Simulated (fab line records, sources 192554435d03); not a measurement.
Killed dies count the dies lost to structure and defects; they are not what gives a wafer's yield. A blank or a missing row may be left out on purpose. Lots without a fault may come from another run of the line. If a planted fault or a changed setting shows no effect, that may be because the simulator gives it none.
Which tool was responsible? | flow n5 finfet | 66 wafers from 22 lots sampled at 5 of the route's 1938 steps

WHAT THE GAUGES SHOWED, per wafer
N5_SD_EPI_N_CD_MEAS_09 targets a cd of 120 nm. Usual: cd nm at 120.0 nm, with a standard deviation of 0.63.
lot  | measured    | on        | cd nm (nm)        | flag
L074 | day 3 00:19 | cd sem-03 | 120.0 119.4 120.3 |
L075 | day 3 07:37 | cd sem-01 | 120.1 120.5 119.9 |
L076 | day 3 13:10 | cd sem-01 | 119.9 118.4 120.0 |
L077 | day 4 00:43 | cd sem-01 | 119.4 120.0 120.4 |
L078 | day 4 00:04 | cd sem-02 | 119.6 119.9 120.4 |
L079 | day 4 09:08 | cd sem-01 | 120.3 120.5 121.1 |
L080 | day 4 12:57 | cd sem-01 | 119.9 118.8 120.7 |
L081 | day 4 18:40 | cd sem-03 | 120.2 120.3 119.2 |
L082 | day 5 04:24 | cd sem-03 | 120.7 120.2 118.9 |
L083 | day 5 08:01 | cd sem-03 | 120.2 120.3 120.7 |
L084 | day 5 12:24 | cd sem-01 | 120.1 120.1 120.0 |
L085 | day 5 20:55 | cd sem-01 | 119.2 120.5 120.3 |
L086 | day 6 04:45 | cd sem-01 | 119.6 119.9 120.4 |
L087 | day 6 08:08 | cd sem-03 | 119.1 120.2 120.4 |
L088 | day 6 15:46 | cd sem-03 | 119.6 119.2 119.2 |
L090 | day 7 03:35 | cd sem-02 | 120.3 119.8 119.1 |
L091 | day 7 06:13 | cd sem-03 | 120.2 119.9 119.9 |
L092 | day 7 12:32 | cd sem-01 | 119.3 120.4 119.6 |
L093 | day 7 20:17 | cd sem-02 | 119.8 119.8 119.0 |
L095 | day 8 05:30 | cd sem-01 | 120.3 120.5 119.9 |
L096 | day 8 10:48 | cd sem-02 | 119.9 119.4 119.6 |
L097 | day 8 23:22 | cd sem-02 | 120.1 118.6 119.0 |

WHAT TOOL EACH LOT RAN ON (gives the tool, then ch and the chambers of the sampled wafers, and finally the start)
lot  | N5_FIN_SAQP_ETCH_34               | N5_FIN_CUT_CUT_ETCH_26            | N5_DUMMY_GATE_DESCUM_20           | N5_DUMMY_GATE_ETCH_36
L074 | rie diel-06 ch 0,1,2, day 2 02:22 | rie diel-03 ch 1,2, day 2 03:43   | rie diel-01 ch 2,3, day 2 21:53   | rie diel-01 ch 2,3, day 2 21:59
L075 | rie diel-05 ch 0,2, day 2 08:00   | rie diel-03 ch 0,2, day 2 09:27   | rie diel-01 ch 0,1,3, day 3 05:27 | rie diel-01 ch 0,1,3, day 3 05:33
L076 | rie diel-06 ch 0,3, day 2 14:20   | rie diel-04 ch 0,2,3, day 2 16:16 | rie diel-01 ch 0,1,3, day 3 11:01 | rie diel-01 ch 0,1,3, day 3 11:07
L077 | rie diel-06 ch 0,2, day 2 21:13   | rie diel-03 ch 0,2,3, day 3 03:20 | rie diel-01 ch 0,1,2, day 3 22:04 | rie diel-01 ch 0,1,2, day 3 22:10
L078 | rie diel-05 ch 0,1,2, day 3 01:52 | rie diel-01 ch 0,2,3, day 3 03:34 | rie diel-03 ch 1,2,3, day 3 22:01 | rie diel-03 ch 1,2,3, day 3 22:07
L079 | rie diel-05 ch 0,1, day 3 08:37   | rie diel-04 ch 1,2,3, day 3 10:04 | rie diel-01 ch 0,3, day 4 05:49   | rie diel-01 ch 0,3, day 4 05:55
L080 | rie diel-02 ch 0,1,3, day 3 15:03 | rie diel-03 ch 0,1,3, day 3 16:31 | rie diel-04 ch 0,3, day 4 10:41   | rie diel-04 ch 0,3, day 4 10:47
L081 | rie diel-06 ch 1,2,3, day 3 19:44 | rie diel-01 ch 1,2,3, day 3 21:12 | rie diel-01 ch 0,1,2, day 4 15:50 | rie diel-01 ch 0,1,2, day 4 15:57
L082 | rie diel-06 ch 0,1,3, day 4 02:23 | rie diel-01 ch 1,2,3, day 4 03:50 | rie diel-04 ch 1,2, day 5 01:26   | rie diel-04 ch 1,2, day 5 01:32
L083 | rie diel-02 ch 1,2,3, day 4 10:04 | rie diel-01 ch 0,1,2, day 4 11:25 | rie diel-01 ch 1,2,3, day 5 05:58 | rie diel-01 ch 1,2,3, day 5 06:05
L084 | rie diel-06 ch 0,1,3, day 4 13:55 | rie diel-03 ch 0,1,2, day 4 15:22 | rie diel-04 ch 0,1,2, day 5 10:08 | rie diel-04 ch 0,1,2, day 5 10:14
L085 | rie diel-05 ch 0,1,3, day 4 22:47 | rie diel-04 ch 0,1,3, day 5 00:10 | rie diel-04 ch 0,1,2, day 5 18:53 | rie diel-04 ch 0,1,2, day 5 19:00
L086 | rie diel-06 ch 0,3, day 5 04:07   | rie diel-01 ch 2,3, day 5 05:27   | rie diel-01 ch 0,2,3, day 6 02:08 | rie diel-01 ch 0,2,3, day 6 02:14
L087 | rie diel-06 ch 0,1,2, day 5 09:03 | rie diel-04 ch 2,3, day 5 11:25   | rie diel-04 ch 0,1,3, day 6 05:59 | rie diel-04 ch 0,1,3, day 6 06:05
L088 | rie diel-02 ch 0,1,3, day 5 15:18 | rie diel-03 ch 1,2,3, day 5 16:46 | rie diel-03 ch 0,1, day 6 13:20   | rie diel-03 ch 0,1, day 6 13:26
L090 | rie diel-06 ch 0,3, day 6 03:51   | rie diel-04 ch 0,1, day 6 05:22   | rie diel-01 ch 0,2, day 7 01:33   | rie diel-01 ch 0,2, day 7 01:39
L091 | rie diel-05 ch 1,2,3, day 6 08:19 | rie diel-03 ch 0,1, day 6 09:47   | rie diel-03 ch 0,1,3, day 7 04:03 | rie diel-03 ch 0,1,3, day 7 04:09
L092 | rie diel-05 ch 0,1,2, day 6 14:30 | rie diel-04 ch 0,1, day 6 15:50   | rie diel-03 ch 0,1, day 7 10:05   | rie diel-03 ch 0,1, day 7 10:12
L093 | rie diel-05 ch 0,2, day 6 20:50   | rie diel-03 ch 1,2,3, day 6 22:10 | rie diel-03 ch 1,2,3, day 7 18:06 | rie diel-03 ch 1,2,3, day 7 18:12
L095 | rie diel-05 ch 0,1, day 7 07:50   | rie diel-03 ch 0,1,2, day 7 09:15 | rie diel-04 ch 1,2,3, day 8 03:21 | rie diel-04 ch 1,2,3, day 8 03:27
L096 | rie diel-06 ch 0,2,3, day 7 13:16 | rie diel-04 ch 0,1, day 7 14:35   | rie diel-04 ch 1,3, day 8 08:35   | rie diel-04 ch 1,3, day 8 08:41
L097 | rie diel-05 ch 0,3, day 7 19:38   | rie diel-04 ch 0,1,3, day 7 21:08 | rie diel-01 ch 1,2, day 8 15:25   | rie diel-01 ch 1,2, day 8 15:34
- N5_FIN_SAQP_ETCH_34: etches SiO2 in C4F6/O2, target depth 45 nm, time 15 s.
- N5_FIN_CUT_CUT_ETCH_26: etches SiNx in CH3F/O2, target depth 39 nm, time 55.7 s.
- N5_DUMMY_GATE_DESCUM_20: chemistry O2, time 6.2 s.
- N5_DUMMY_GATE_ETCH_36: etches SiARC in CF4, target depth 13 nm.

WHAT THE TOOLS THEMSELVES READ (means of the sampled wafers that have a number; where no wafer has one, the mark that the record gives instead)
N5_FIN_SAQP_ETCH_34. Usual: drypump motor current A 5.7 A, standard deviation 0.39; etch rf on time s 15.04 s, standard deviation 0.26; oes product au 0.66 a.u., standard deviation 0.076; rf vpp V 664 V, standard deviation 12; showerhead plenum p Torr 2.86 Torr, standard deviation 0.047; throttle valve pct 21.07 %, standard deviation 0.14.
lot  | tool        | drypump motor current A (A) | etch rf on time s (s) | oes product au (a.u.) | rf vpp V (V) | showerhead plenum p Torr (Torr) | throttle valve pct (%) | flag
L074 | rie diel-06 | 6.0                         | 14.98                 | 0.60                  | 675          | 2.89                            | 21.16                  |
L075 | rie diel-05 | 6.0                         | 15.11                 | 0.63                  | 670          | 2.85                            | 21.14                  |
L076 | rie diel-06 | 5.8                         | 15.25                 | 0.61                  | 665          | 2.88                            | 21.16                  |
L077 | rie diel-06 | 6.0                         | 15.40                 | 0.59                  | 679          | 2.88                            | 21.18                  |
L078 | rie diel-05 | 5.7                         | 15.04                 | 0.63                  | 665          | 2.84                            | 21.13                  |
L079 | rie diel-05 | 5.9                         | 14.92                 | 0.65                  | 664          | 2.84                            | 21.18                  |
L080 | rie diel-02 | 5.5                         | 15.39                 | 0.60                  | 657          | 2.81                            | 21.20                  |
L081 | rie diel-06 | 5.9                         | 15.19                 | 0.69                  | 667          | 2.86                            | 20.97                  |
L082 | rie diel-06 | 5.8                         | 14.94                 | 0.76                  | 661          | 2.88                            | 20.91                  |
L083 | rie diel-02 | 5.7                         | 15.05                 | 0.66                  | 655          | 2.80                            | 21.09                  |
L084 | rie diel-06 | 5.8                         | 15.03                 | 0.75                  | 661          | 2.88                            | 20.92                  |
L085 | rie diel-05 | 5.7                         | 14.79                 | 0.70                  | 658          | 2.86                            | 21.06                  |
L086 | rie diel-06 | 5.8                         | 15.03                 | 0.70                  | 656          | 2.86                            | 21.01                  |
L087 | rie diel-06 | 5.9                         | 14.79                 | 0.73                  | 674          | 2.88                            | 20.95                  |
L088 | rie diel-02 | 5.5                         | 15.23                 | 0.60                  | 658          | 2.81                            | 21.24                  |
L090 | rie diel-06 | 5.8                         | 14.91                 | 0.74                  | 665          | 2.87                            | 20.99                  |
L091 | rie diel-05 | 5.4                         | 14.80                 | 0.68                  | 659          | 2.85                            | 21.02                  |
L092 | rie diel-05 | 5.7                         | 15.18                 | 0.62                  | 665          | 2.83                            | 21.16                  |
L093 | rie diel-05 | 5.7                         | 15.17                 | 0.60                  | 669          | 2.83                            | 21.14                  |
L095 | rie diel-05 | 5.7                         | 14.93                 | 0.63                  | 662          | 2.83                            | 21.19                  |
L096 | rie diel-06 | 6.0                         | 15.17                 | 0.67                  | 670          | 2.84                            | 21.05                  |
L097 | rie diel-05 | 5.9                         | 15.00                 | 0.67                  | 663          | 2.85                            | 21.12                  |

N5_FIN_CUT_CUT_ETCH_26. Usual: drypump motor current A 5.8 A, standard deviation 0.54; oes product au 0.76 a.u., standard deviation 0.054; rf vpp V 300 V, standard deviation 4.4; showerhead plenum p Torr 2.02 Torr, standard deviation 0.065; throttle valve pct 16.49 %, standard deviation 0.17.
lot  | tool        | drypump motor current A (A) | oes product au (a.u.) | rf vpp V (V) | showerhead plenum p Torr (Torr) | throttle valve pct (%) | flag
L074 | rie diel-03 | 5.6                         | 0.77                  | 304          | 2.09                            | 16.56                  |
L075 | rie diel-03 | 4.8                         | 0.77                  | 298          | 2.07                            | 16.67                  |
L076 | rie diel-04 | 5.7                         | 0.74                  | 301          | 2.03                            | 16.45                  |
L077 | rie diel-03 | 5.4                         | 0.82                  | 297          | 2.03                            | 16.51                  |
L078 | rie diel-01 | 6.0                         | 0.76                  | 298          | 2.06                            | 16.30                  |
L079 | rie diel-04 | 5.8                         | 0.77                  | 300          | 1.98                            | 16.56                  |
L080 | rie diel-03 | 5.8                         | 0.81                  | 299          | 2.02                            | 16.45                  |
L081 | rie diel-01 | 6.0                         | 0.77                  | 296          | 2.04                            | 16.38                  |
L082 | rie diel-01 | 6.0                         | 0.76                  | 295          | 2.04                            | 16.39                  |
L083 | rie diel-01 | 6.0                         | 0.73                  | 298          | 2.00                            | 16.45                  |
L084 | rie diel-03 | 5.3                         | 0.75                  | 299          | 2.07                            | 16.63                  |
L085 | rie diel-04 | 6.0                         | 0.76                  | 302          | 2.01                            | 16.47                  |
L086 | rie diel-01 | 6.0                         | 0.77                  | 296          | 2.09                            | 16.26                  |
L087 | rie diel-04 | 5.7                         | 0.74                  | 302          | 1.99                            | 16.56                  |
L088 | rie diel-03 | 5.7                         | 0.80                  | 299          | 2.04                            | 16.48                  |
L090 | rie diel-04 | 6.0                         | 0.74                  | 302          | 2.04                            | 16.43                  |
L091 | rie diel-03 | 5.7                         | 0.74                  | 302          | 2.06                            | 16.59                  |
L092 | rie diel-04 | 6.0                         | 0.77                  | 300          | 1.98                            | 16.52                  |
L093 | rie diel-03 | 5.7                         | 0.79                  | 301          | 2.04                            | 16.50                  |
L095 | rie diel-03 | 5.3                         | 0.74                  | 300          | 2.06                            | 16.68                  |
L096 | rie diel-04 | 6.0                         | 0.76                  | 300          | 1.97                            | 16.53                  |
L097 | rie diel-04 | 6.0                         | 0.75                  | 302          | 2.00                            | 16.50                  |

N5_DUMMY_GATE_DESCUM_20. Usual: drypump motor current A 5.9 A, standard deviation 0.43; oes product au 0.75 a.u., standard deviation 0.042; rf vpp V 243.3 V, standard deviation 1.3; showerhead plenum p Torr 2.10 Torr, standard deviation 0.073; throttle valve pct 20.49 %, standard deviation 0.19.
lot  | tool        | drypump motor current A (A) | oes product au (a.u.) | rf vpp V (V) | showerhead plenum p Torr (Torr) | throttle valve pct (%) | flag
L074 | rie diel-01 | 6.0                         | 0.78                  | 245.1        | 2.19                            | 20.28                  |
L075 | rie diel-01 | 6.2                         | 0.74                  | 243.2        | 2.08                            | 20.34                  |
L076 | rie diel-01 | 6.2                         | 0.73                  | 243.0        | 2.08                            | 20.34                  |
L077 | rie diel-01 | 6.0                         | 0.74                  | 242.8        | 2.08                            | 20.41                  |
L078 | rie diel-03 | 5.7                         | 0.81                  | 243.6        | 2.15                            | 20.61                  |
L079 | rie diel-01 | 6.2                         | 0.71                  | 243.6        | 2.11                            | 20.27                  |
L080 | rie diel-04 | 5.9                         | 0.75                  | 243.6        | 2.11                            | 20.38                  |
L081 | rie diel-01 | 6.0                         | 0.74                  | 243.0        | 2.08                            | 20.42                  |
L082 | rie diel-04 | 5.9                         | 0.78                  | 243.0        | 2.03                            | 20.65                  |
L083 | rie diel-01 | 6.0                         | 0.76                  | 244.0        | 2.11                            | 20.40                  |
L084 | rie diel-04 | 5.8                         | 0.74                  | 243.5        | 2.08                            | 20.50                  |
L085 | rie diel-04 | 5.7                         | 0.74                  | 242.8        | 2.08                            | 20.51                  |
L086 | rie diel-01 | 6.0                         | 0.74                  | 243.5        | 2.14                            | 20.34                  |
L087 | rie diel-04 | 6.0                         | 0.76                  | 243.4        | 2.08                            | 20.46                  |
L088 | rie diel-03 | 5.7                         | 0.74                  | 243.4        | 2.16                            | 20.72                  |
L090 | rie diel-01 | 5.9                         | 0.74                  | 244.2        | 2.13                            | 20.43                  |
L091 | rie diel-03 | 5.8                         | 0.78                  | 243.6        | 2.11                            | 20.62                  |
L092 | rie diel-03 | 5.4                         | 0.73                  | 243.9        | 2.13                            | 20.78                  |
L093 | rie diel-03 | 5.7                         | 0.79                  | 243.7        | 2.14                            | 20.65                  |
L095 | rie diel-04 | 5.7                         | 0.75                  | 242.4        | 2.05                            | 20.60                  |
L096 | rie diel-04 | 6.0                         | 0.76                  | 242.4        | 2.05                            | 20.56                  |
L097 | rie diel-01 | 6.0                         | 0.73                  | 242.8        | 2.04                            | 20.54                  |

N5_DUMMY_GATE_ETCH_36. Usual: drypump motor current A 5.9 A, standard deviation 0.43; oes product au 0.75 a.u., standard deviation 0.05; rf vpp V 184.0 V, standard deviation 1.2; showerhead plenum p Torr 2.15 Torr, standard deviation 0.068; throttle valve pct 15.69 %, standard deviation 0.17.
lot  | tool        | drypump motor current A (A) | oes product au (a.u.) | rf vpp V (V) | showerhead plenum p Torr (Torr) | throttle valve pct (%) | flag
L074 | rie diel-01 | 6.0                         | 0.80                  | 184.7        | 2.24                            | 15.47                  |
L075 | rie diel-01 | 6.2                         | 0.74                  | 184.6        | 2.14                            | 15.57                  |
L076 | rie diel-01 | 6.2                         | 0.74                  | 184.8        | 2.14                            | 15.57                  |
L077 | rie diel-01 | 6.0                         | 0.73                  | 183.8        | 2.13                            | 15.69                  |
L078 | rie diel-03 | 5.7                         | 0.81                  | 184.9        | 2.18                            | 15.68                  |
L079 | rie diel-01 | 6.1                         | 0.71                  | 185.1        | 2.15                            | 15.51                  |
L080 | rie diel-04 | 5.9                         | 0.74                  | 184.0        | 2.16                            | 15.62                  |
L081 | rie diel-01 | 6.0                         | 0.73                  | 183.7        | 2.13                            | 15.70                  |
L082 | rie diel-04 | 5.8                         | 0.79                  | 183.6        | 2.09                            | 15.84                  |
L083 | rie diel-01 | 6.1                         | 0.76                  | 184.8        | 2.17                            | 15.65                  |
L084 | rie diel-04 | 5.7                         | 0.74                  | 183.4        | 2.13                            | 15.72                  |
L085 | rie diel-04 | 5.7                         | 0.74                  | 184.0        | 2.13                            | 15.72                  |
L086 | rie diel-01 | 6.0                         | 0.74                  | 184.2        | 2.19                            | 15.57                  |
L087 | rie diel-04 | 6.0                         | 0.75                  | 183.8        | 2.14                            | 15.69                  |
L088 | rie diel-03 | 5.7                         | 0.74                  | 183.7        | 2.19                            | 15.79                  |
L090 | rie diel-01 | 5.9                         | 0.74                  | 185.2        | 2.18                            | 15.70                  |
L091 | rie diel-03 | 5.8                         | 0.79                  | 184.6        | 2.14                            | 15.68                  |
L092 | rie diel-03 | 5.4                         | 0.74                  | 183.7        | 2.16                            | 15.83                  |
L093 | rie diel-03 | 5.7                         | 0.79                  | 183.8        | 2.17                            | 15.73                  |
L095 | rie diel-04 | 5.8                         | 0.74                  | 183.2        | 2.10                            | 15.83                  |
L096 | rie diel-04 | 6.0                         | 0.76                  | 183.9        | 2.11                            | 15.78                  |
L097 | rie diel-01 | 6.1                         | 0.73                  | 183.7        | 2.11                            | 15.83                  |

THE ANSWER, worked out from the rows above alone
Rule: a lot is off if the mean of its wafers that have a number lies more than 3 standard deviations from the usual mean. Also off: a lot with no number at a reading for which 4 or more lots have one. The other lots that the step has rows for count as sound. The gauges are gone through in route order, then the tools' own readings, and for those a lot's mean is taken as printed above. At the first step where some lot is off, the reading lying furthest off is the one used; lots without a number count as furthest.
Across all readings shown, no lot is off: no conclusion can be drawn from this.

WHAT THE SIMULATOR HAD PUT IN
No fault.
